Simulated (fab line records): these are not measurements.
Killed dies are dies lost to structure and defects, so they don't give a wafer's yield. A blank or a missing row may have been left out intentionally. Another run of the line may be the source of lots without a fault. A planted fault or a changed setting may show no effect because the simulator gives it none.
What tool caused it? -- flow nand_harc -- Sampling: 12 lots, 36 wafers, 6 of 1159 route steps

== WHAT EACH GAUGE READ, for each wafer ==
NHARC_P_BONDPAD_THK_MEAS_20: measures by xrf.
lot,measured,on,thk_nm (nm)
L603,day 6 23:35,film_metro-01,161.5 160.4 159.0
L606,day 7 11:02,film_metro-02,160.5 161.0 160.1
L609,day 8 02:22,film_metro-02,162.3 161.8 161.3
L608,day 8 03:37,film_metro-02,160.4 161.1 161.9
L610,day 8 10:20,film_metro-01,161.6 162.6 161.4
L612,day 8 19:02,film_metro-02,160.9 161.4 161.1
L615,day 9 15:24,film_metro-02,160.5 160.6 159.4
L614,day 9 16:42,film_metro-01,160.7 161.1 163.5
L619,day 10 22:19,film_metro-02,161.5 161.5 159.5
L621,day 11 07:48,film_metro-01,159.7 160.5 160.4
L624,day 11 21:50,film_metro-01,162.1 161.0 159.0
L625,day 12 06:32,film_metro-01,162.7 163.4 162.5

NHARC_A_ONON_D1_THK_MEAS_21: measures by ellipsometry.
lot,measured,on,thk_nm (nm)
L603,day 8 10:53,film_metro-01,998 998 998
L606,day 8 22:13,film_metro-01,1005 1004 1007
L609,day 9 15:31,film_metro-01,1008 1009 1006
L608,day 9 15:31,film_metro-02,999 1001 998
L610,day 9 22:19,film_metro-01,985 984 984
L612,day 10 07:46,film_metro-01,573 573 573
L615,day 11 01:32,film_metro-01,1023 1021 1021
L614,day 11 01:33,film_metro-02,582 582 580
L619,day 12 09:10,film_metro-01,1011 1014 1013
L621,day 12 17:03,film_metro-02,1008 1011 1013
L624,day 13 07:08,film_metro-01,1006 1007 1007
L625,day 13 18:14,film_metro-02,1000 999 998

NHARC_END_SORT_01.
lot,measured,on,killed_at_array,killed_at_other,killed_at_periphery,killed_dies,killed_open,killed_short
L612,day 22 00:49,prober-02,675 674 675,1 0 0,1 3 2,677 677 677,2 3 4,0 2 3
L614,day 22 06:49,prober-01,675 672 671,0 0 0,2 5 6,677 677 677,0 1 6,4 5 0

== WHICH TOOL RAN EACH LOT (tool, then ch and the chambers of the sampled wafers, then the start) ==
lot,NHARC_P_BONDPAD_DEGAS_25,NHARC_A_ZERO_WELL_ETCH_19,NHARC_A_ONON_D1_DEP_19
L603,"pvd_sputter-01, day 6 22:11","rie_diel-05 ch 1,2,3, day 7 01:22","pecvd_onon-03 ch 0, day 8 10:22"
L606,"pvd_sputter-02, day 7 09:38","rie_diel-01 ch 0,2,3, day 7 12:50","pecvd_onon-03 ch 0, day 8 21:46"
L609,"pvd_sputter-03, day 8 00:58","rie_diel-13 ch 0,1,2, day 8 04:07","pecvd_onon-04 ch 0, day 9 15:01"
L608,"pvd_sputter-02, day 8 02:11","rie_diel-05 ch 0,1,3, day 8 05:26","pecvd_onon-03 ch 0, day 9 15:04"
L610,"pvd_sputter-01, day 8 08:53","rie_diel-05 ch 0,1, day 8 12:12","pecvd_onon-03 ch 0, day 9 21:48"
L612,"pvd_sputter-03, day 8 17:33","rie_diel-05 ch 0,1,3, day 8 20:47","pecvd_onon-03 ch 0, day 10 07:23"
L615,"pvd_sputter-03, day 9 13:58","rie_diel-05 ch 1,3, day 9 17:11","pecvd_onon-02 ch 0, day 11 01:02"
L614,"pvd_sputter-03, day 9 15:17","rie_diel-13 ch 0,1,2, day 9 18:28","pecvd_onon-03 ch 0, day 11 01:02"
L619,"pvd_sputter-01, day 10 20:53","rie_diel-13 ch 1,3, day 11 00:10","pecvd_onon-02 ch 0, day 12 08:43"
L621,"pvd_sputter-01, day 11 06:23","rie_diel-13 ch 0,3, day 11 09:33","pecvd_onon-02 ch 0, day 12 16:35"
L624,"pvd_sputter-02, day 11 20:26","rie_diel-05 ch 0,2,3, day 11 23:31","pecvd_onon-03 ch 0, day 13 06:38"
L625,"pvd_sputter-01, day 12 05:06","rie_diel-01 ch 1,2, day 12 08:18","pecvd_onon-03 ch 0, day 13 17:54"
- NHARC_P_BONDPAD_DEGAS_25: time 60 s.
- NHARC_A_ZERO_WELL_ETCH_19: etches the open film in N2/H2, target depth 80 nm, overetch 24 nm, time 87.88 s.
- NHARC_A_ONON_D1_DEP_19: target thk 1000 nm.

== AS READ BY THE TOOLS THEMSELVES (means over the sampled wafers that have a number; for cases with no such wafer, the mark the record gives instead) ==
NHARC_P_BONDPAD_DEGAS_25.
lot,tool,heater_power_w (W)
L603,pvd_sputter-01,490
L606,pvd_sputter-02,546
L609,pvd_sputter-03,518
L608,pvd_sputter-02,508
L610,pvd_sputter-01,475
L612,pvd_sputter-03,563
L615,pvd_sputter-03,517
L614,pvd_sputter-03,515
L619,pvd_sputter-01,491
L621,pvd_sputter-01,470
L624,pvd_sputter-02,470
L625,pvd_sputter-01,466

NHARC_A_ZERO_WELL_ETCH_19.
lot,tool,bias_w (W),drypump_motor_current_A (A),mfc_ar_sccm (sccm),n2_flow_sccm (sccm),oes_product_au (a.u.),rf_vpp_V (V),showerhead_plenum_p_Torr (Torr),throttle_valve_pct (%)
L603,rie_diel-05,150.4,5.78,0.015,150.0,0.997,429.9,2.02,14.166
L606,rie_diel-01,150.0,5.55,0.022,149.6,0.987,432.1,2.13,14.168
L609,rie_diel-13,149.9,5.69,0.002,150.1,0.997,430.7,2.06,14.161
L608,rie_diel-05,150.0,5.79,0.022,150.4,0.991,432.1,2.08,14.171
L610,rie_diel-05,150.0,5.73,0.018,150.1,0.997,429.9,2.01,14.166
L612,rie_diel-05,150.3,5.77,0.022,150.2,0.998,431.8,2.08,14.173
L615,rie_diel-05,149.7,5.59,0.021,149.5,0.990,430.1,1.99,14.164
L614,rie_diel-13,149.8,5.69,0.002,150.3,0.990,430.8,2.06,14.173
L619,rie_diel-13,149.8,5.87,0.003,149.8,0.993,434.3,2.18,14.172
L621,rie_diel-13,150.4,5.83,0.003,150.2,1.008,431.3,2.06,14.180
L624,rie_diel-05,150.0,6.01,0.017,149.5,0.997,431.3,2.11,14.170
L625,rie_diel-01,150.6,5.83,0.018,150.3,0.984,433.5,2.15,14.184

NHARC_A_ONON_D1_DEP_19.
lot,tool,n2_flow_sccm (sccm),nh3_flow_sccm (sccm)
L603,pecvd_onon-03,2749,501.8
L606,pecvd_onon-03,2754,501.0
L609,pecvd_onon-04,2754,500.0
L608,pecvd_onon-03,2744,499.5
L610,pecvd_onon-03,2748,499.8
L612,pecvd_onon-03,2744,498.3
L615,pecvd_onon-02,2747,499.0
L614,pecvd_onon-03,2754,499.3
L619,pecvd_onon-02,2757,501.5
L621,pecvd_onon-02,2744,499.1
L624,pecvd_onon-03,2761,499.4
L625,pecvd_onon-03,2748,500.2

== THE ANSWER, worked out from the rows above alone ==
Rule: what is usual is taken from the lots themselves. Put in order of their means at a reading, lots are off if they are a third of the lots or fewer, leave a main group of 4 or more, and stand apart from it by a gap of 3 or more times the standard deviation of the main group's means; of several such gaps the widest counts. A main group is skipped when, at the precision printed for the reading in the tables above, its means are all equal. Also off: a lot with no number at a reading for which 4 or more lots have one. Any other lot the step has rows for is counted as sound. Order of review: gauges by route order, followed by the tools' own readings, for which a lot's mean as printed above is used. The first step at which some lot is off is used, and at that step the reading that is off furthest; a lot without a number counts as furthest.
Off: L612, L614, at NHARC_A_ONON_D1_THK_MEAS_21 (thk_nm). Mean 1005 nm and standard deviation 9.6 in the main group.
A tool fits if, at a process step before that reading, it ran every lot that is off, and no sound lot after the first of them. Those tools and the gauges at NHARC_A_ONON_D1_THK_MEAS_21 are tried in the same way. Of those tried, none fits.

== WHAT THE SIMULATOR HAD PUT IN ==
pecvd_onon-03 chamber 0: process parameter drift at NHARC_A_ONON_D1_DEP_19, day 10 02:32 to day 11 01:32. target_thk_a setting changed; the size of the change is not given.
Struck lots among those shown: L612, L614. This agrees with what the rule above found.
